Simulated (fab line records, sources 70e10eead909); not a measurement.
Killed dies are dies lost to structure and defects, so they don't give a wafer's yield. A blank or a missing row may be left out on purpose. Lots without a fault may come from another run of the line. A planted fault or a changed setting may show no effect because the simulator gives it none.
Which tool did it? | flow nand_harc | 24 lots, 72 wafers sampled, at 5 steps of a route of 1302

WHAT THE GAUGES READ, wafer by wafer
NHARC_A_STAIRCASE_INSPECT_155.
lot  | measured     | on                | raw_defect_count
L074 | day 19 11:53 | defect_inspect-01 | 615 348 380
L075 | day 20 00:45 | defect_inspect-02 | 466 488 297
L076 | day 20 00:52 | defect_inspect-01 | 578 319 400
L077 | day 20 00:41 | defect_inspect-01 | 428 325 382
L079 | day 20 20:56 | defect_inspect-02 | 494 470 432
L078 | day 20 17:09 | defect_inspect-02 | 266 268 331
L080 | day 20 23:11 | defect_inspect-02 | 224 250 245
L082 | day 22 04:36 | defect_inspect-02 | 269 327 399
L081 | day 22 03:49 | defect_inspect-02 | 825 773 940
L084 | day 23 08:28 | defect_inspect-01 | 813 351 476
L085 | day 23 08:17 | defect_inspect-01 | 513 402 640
L083 | day 23 17:17 | defect_inspect-02 | 546 524 696
L086 | day 24 03:14 | defect_inspect-01 | 245 289 275
L087 | day 24 17:43 | defect_inspect-02 | 256 352 366
L088 | day 25 12:36 | defect_inspect-02 | 418 418 533
L089 | day 25 15:28 | defect_inspect-01 | 323 345 385
L091 | day 25 15:32 | defect_inspect-02 | 430 421 327
L090 | day 25 12:37 | defect_inspect-01 | 376 360 312
L092 | day 26 19:31 | defect_inspect-02 | 562 575 459
L094 | day 27 06:28 | defect_inspect-01 | 402 696 329
L093 | day 27 05:42 | defect_inspect-01 | 562 460 407
L095 | day 27 20:23 | defect_inspect-02 | 574 475 476
L096 | day 28 06:35 | defect_inspect-01 | 431 625 688
L097 | day 28 06:26 | defect_inspect-02 | 424 422 400

NHARC_A_SGD_CUT_OVL_MEAS_10.
lot  | measured     | on         | overlay_x_nm (nm) | overlay_y_nm (nm)
L074 | day 19 12:38 | overlay-02 | -0.2 0.0 -0.5     | 0.0 -0.3 -0.3
L075 | day 20 01:43 | overlay-02 | -1.4 -1.4 -0.8    | 0.7 0.3 0.7
L076 | day 20 01:53 | overlay-02 | -1.8 -1.5 -0.9    | 0.1 -0.1 -0.3
L077 | day 20 01:34 | overlay-01 | 0.2 -0.3 -0.3     | -0.6 -0.8 -0.9
L079 | day 20 21:41 | overlay-01 | 1.4 0.7 0.4       | 1.3 0.9 0.6
L078 | day 20 18:01 | overlay-01 | 0.8 -0.3 0.4      | -1.9 -1.9 -1.8
L080 | day 21 00:04 | overlay-01 | 0.0 -0.1 0.8      | 0.0 -0.7 -0.8
L082 | day 22 05:29 | overlay-02 | -0.6 -0.3 -0.9    | -0.7 -0.2 -0.8
L081 | day 22 04:42 | overlay-01 | -0.5 -1.5 -0.8    | 0.4 0.6 0.3
L084 | day 23 09:25 | overlay-01 | 0.8 0.0 0.6       | 0.0 -0.5 -0.2
L085 | day 23 09:10 | overlay-02 | 0.9 0.4 0.7       | -0.4 -1.4 -1.0
L083 | day 23 18:10 | overlay-02 | 0.4 0.2 0.4       | -0.8 -1.1 -1.3
L086 | day 24 03:59 | overlay-02 | 1.5 1.2 0.8       | -0.2 0.7 0.8
L087 | day 24 18:35 | overlay-01 | -0.2 -0.2 -0.3    | -0.2 0.4 -0.4
L088 | day 25 13:21 | overlay-02 | 0.8 0.1 0.3       | -0.9 -1.6 -1.3
L089 | day 25 16:13 | overlay-01 | 0.3 0.1 0.0       | -0.9 -1.1 -1.1
L091 | day 25 16:24 | overlay-02 | -0.1 -0.3 0.0     | -1.7 -1.3 -0.9
L090 | day 25 13:30 | overlay-02 | 0.1 -0.2 0.2      | -0.4 -0.5 0.3
L092 | day 26 20:24 | overlay-02 | 1.2 1.1 1.5       | -0.1 -0.3 -0.2
L094 | day 27 07:20 | overlay-02 | 0.0 0.2 0.0       | -0.8 -0.5 -0.5
L093 | day 27 06:34 | overlay-01 | -0.1 0.3 0.2      | 0.6 0.9 0.1
L095 | day 27 21:20 | overlay-02 | -0.3 0.4 0.2      | 0.3 0.0 -0.1
L096 | day 28 07:28 | overlay-01 | 0.6 0.3 -0.3      | 0.1 -0.1 0.6
L097 | day 28 07:19 | overlay-02 | -0.3 0.0 -0.1     | 0.1 0.5 0.3

WHICH TOOL RAN EACH LOT (tool, then ch and the chambers of the sampled wafers, then the start)
lot  | NHARC_A_STAIRCASE_DEP_280       | NHARC_A_STAIRCASE_DEP_151       | NHARC_A_STAIRCASE_CMP_450
L074 | pecvd-03 ch 0,1,2, day 16 22:22 | pecvd-03 ch 0,1,2, day 18 05:02 | cmp-04 ch 0,3, day 19 10:05
L075 | pecvd-02 ch 0,2, day 17 15:25   | pecvd-03 ch 0,1,2, day 18 15:02 | cmp-04 ch 0,1, day 19 22:55
L076 | pecvd-02 ch 0,2, day 17 21:53   | pecvd-04 ch 0,2, day 18 19:26   | cmp-02 ch 2,3, day 19 22:59
L077 | pecvd-04 ch 0,1, day 18 01:27   | pecvd-03 ch 0,1,2, day 18 19:26 | cmp-03 ch 0,2,3, day 19 22:44
L079 | pecvd-03 ch 0,1, day 18 09:05   | pecvd-02 ch 0,2, day 19 08:19   | cmp-04 ch 0,1,3, day 20 19:09
L078 | pecvd-04 ch 0,2, day 18 11:00   | pecvd-04 ch 0,1,2, day 19 08:31 | cmp-03 ch 0,2,3, day 20 15:22
L080 | pecvd-04 ch 0,1,2, day 18 17:04 | pecvd-03 ch 0,1,2, day 19 14:10 | cmp-03 ch 1,2,3, day 20 21:23
L082 | pecvd-04 ch 0,1, day 19 16:23   | pecvd-03 ch 0,1, day 20 18:10   | cmp-02 ch 1,2, day 22 02:49
L081 | pecvd-04 ch 0,2, day 19 17:07   | pecvd-04 ch 0,1, day 20 17:58   | cmp-02 ch 0,1,2, day 22 01:59
L084 | pecvd-03 ch 1,2, day 20 22:32   | pecvd-03 ch 0,2, day 21 22:51   | cmp-02 ch 0,1,3, day 23 06:42
L085 | pecvd-02 ch 0,1, day 21 00:19   | pecvd-03 ch 1,2, day 22 02:56   | cmp-04 ch 1,2, day 23 06:29
L083 | pecvd-03 ch 1,2, day 21 07:08   | pecvd-03 ch 1,2, day 22 08:38   | cmp-04 ch 1,3, day 23 15:28
L086 | pecvd-02 ch 1,2, day 21 20:15   | pecvd-03 ch 0,1, day 22 17:31   | cmp-03 ch 0,1,3, day 24 01:23
L087 | pecvd-04 ch 1,2, day 22 03:59   | pecvd-04 ch 0,1,2, day 23 03:50 | cmp-02 ch 1,2,3, day 24 14:49
L088 | pecvd-02 ch 1,2, day 22 22:29   | pecvd-04 ch 0,1, day 23 21:53   | cmp-03 ch 1,2,3, day 25 10:49
L089 | pecvd-04 ch 0,1,2, day 23 01:22 | pecvd-02 ch 0,2, day 24 01:04   | cmp-03 ch 2,3, day 25 13:37
L091 | pecvd-04 ch 0,1, day 23 07:35   | pecvd-02 ch 1,2, day 24 06:02   | cmp-04 ch 0,1,2, day 25 13:43
L090 | pecvd-02 ch 1,2, day 23 11:59   | pecvd-03 ch 0,1, day 24 09:26   | cmp-04 ch 0,3, day 25 10:49
L092 | pecvd-04 ch 0,2, day 24 06:14   | pecvd-04 ch 1,2, day 25 07:20   | cmp-03 ch 0,1, day 26 17:34
L094 | pecvd-03 ch 0,1,2, day 24 13:08 | pecvd-04 ch 0,1,2, day 25 15:46 | cmp-04 ch 1,2,3, day 27 04:37
L093 | pecvd-03 ch 0,1,2, day 24 16:40 | pecvd-03 ch 0,1,2, day 25 16:01 | cmp-04 ch 0,1,3, day 27 03:52
L095 | pecvd-03 ch 0,1, day 25 08:32   | pecvd-03 ch 0,1,2, day 26 07:35 | cmp-04 ch 0,2, day 27 18:19
L096 | pecvd-04 ch 0,1, day 25 20:57   | pecvd-03 ch 0,2, day 26 21:05   | cmp-04 ch 0,1,2, day 28 04:29
L097 | pecvd-04 ch 0,1, day 25 23:29   | pecvd-04 ch 0,1,2, day 27 02:48 | cmp-04 ch 0,3, day 28 04:15
- NHARC_A_STAIRCASE_DEP_280: deposits SiON, target thk 30 nm.
- NHARC_A_STAIRCASE_DEP_151: deposits SiO2, target thk 7200 nm.
- NHARC_A_STAIRCASE_CMP_450: polishes SiO2, target thk 200 nm.

WHAT THE TOOLS THEMSELVES READ (means of the sampled wafers that have a number; where no wafer has one, the mark that the record gives instead)
NHARC_A_STAIRCASE_DEP_280.
lot  | tool     | heater_power_w (W)
L074 | pecvd-03 | 778
L075 | pecvd-02 | 680
L076 | pecvd-02 | 727
L077 | pecvd-04 | 762
L079 | pecvd-03 | 632
L078 | pecvd-04 | 721
L080 | pecvd-04 | 723
L082 | pecvd-04 | 714
L081 | pecvd-04 | 713
L084 | pecvd-03 | 775
L085 | pecvd-02 | 814
L083 | pecvd-03 | 817
L086 | pecvd-02 | 645
L087 | pecvd-04 | 730
L088 | pecvd-02 | 694
L089 | pecvd-04 | 719
L091 | pecvd-04 | 700
L090 | pecvd-02 | 696
L092 | pecvd-04 | 741
L094 | pecvd-03 | 766
L093 | pecvd-03 | 752
L095 | pecvd-03 | 702
L096 | pecvd-04 | 761
L097 | pecvd-04 | 760

NHARC_A_STAIRCASE_DEP_151.
lot  | tool     | heater_power_w (W)
L074 | pecvd-03 | 601
L075 | pecvd-03 | 650
L076 | pecvd-04 | 634
L077 | pecvd-03 | 642
L079 | pecvd-02 | 559
L078 | pecvd-04 | 596
L080 | pecvd-03 | 700
L082 | pecvd-03 | 585
L081 | pecvd-04 | 653
L084 | pecvd-03 | 616
L085 | pecvd-03 | 666
L083 | pecvd-03 | 658
L086 | pecvd-03 | 561
L087 | pecvd-04 | 595
L088 | pecvd-04 | 640
L089 | pecvd-02 | 598
L091 | pecvd-02 | 652
L090 | pecvd-03 | 585
L092 | pecvd-04 | 658
L094 | pecvd-04 | 655
L093 | pecvd-03 | 606
L095 | pecvd-03 | 619
L096 | pecvd-03 | 609
L097 | pecvd-04 | 647

NHARC_A_STAIRCASE_CMP_450.
lot  | tool   | motor_current_A (A) | slurry_filter_dp_kPa (kPa)
L074 | cmp-04 | 12.4                | 13.48
L075 | cmp-04 | 12.6                | 13.43
L076 | cmp-02 | 11.2                | 13.36
L077 | cmp-03 | 12.6                | 13.53
L079 | cmp-04 | 11.9                | 13.38
L078 | cmp-03 | 13.0                | 13.41
L080 | cmp-03 | 12.9                | 13.52
L082 | cmp-02 | 13.4                | 13.56
L081 | cmp-02 | 13.2                | 13.47
L084 | cmp-02 | 11.8                | 13.65
L085 | cmp-04 | 12.4                | 13.47
L083 | cmp-04 | 11.8                | 13.46
L086 | cmp-03 | 11.6                | 13.48
L087 | cmp-02 | 12.9                | 13.56
L088 | cmp-03 | 12.9                | 13.50
L089 | cmp-03 | 13.0                | 13.57
L091 | cmp-04 | 12.7                | 13.51
L090 | cmp-04 | 12.4                | 13.62
L092 | cmp-03 | 11.4                | 13.57
L094 | cmp-04 | 12.0                | 13.40
L093 | cmp-04 | 12.2                | 13.48
L095 | cmp-04 | 13.3                | 13.60
L096 | cmp-04 | 13.1                | 13.45
L097 | cmp-04 | 12.7                | 13.40

THE ANSWER, worked out from the rows above alone
Rule: what is usual is taken from the lots themselves. Put in order of their means at a reading, lots are off if they are a third of the lots or fewer, leave a main group of 4 or more, and stand apart from it by a gap of 3 or more times the standard deviation of the main group's means; of several such gaps the widest counts. A main group whose means are all the same, to the digits that the tables above print for the reading, isn't used. A lot without any number at a reading at which 4 lots or more have one is off too. The other lots that the step has rows for count as sound. The gauges are gone through in route order, then the tools' own readings, and for those a lot's mean is taken as printed above. The first step at which some lot is off is used, and at that step the reading that is off furthest; a lot without a number counts as furthest.
No lot is off at any reading shown: from this, nothing can be told.

WHAT THE SIMULATOR HAD PUT IN
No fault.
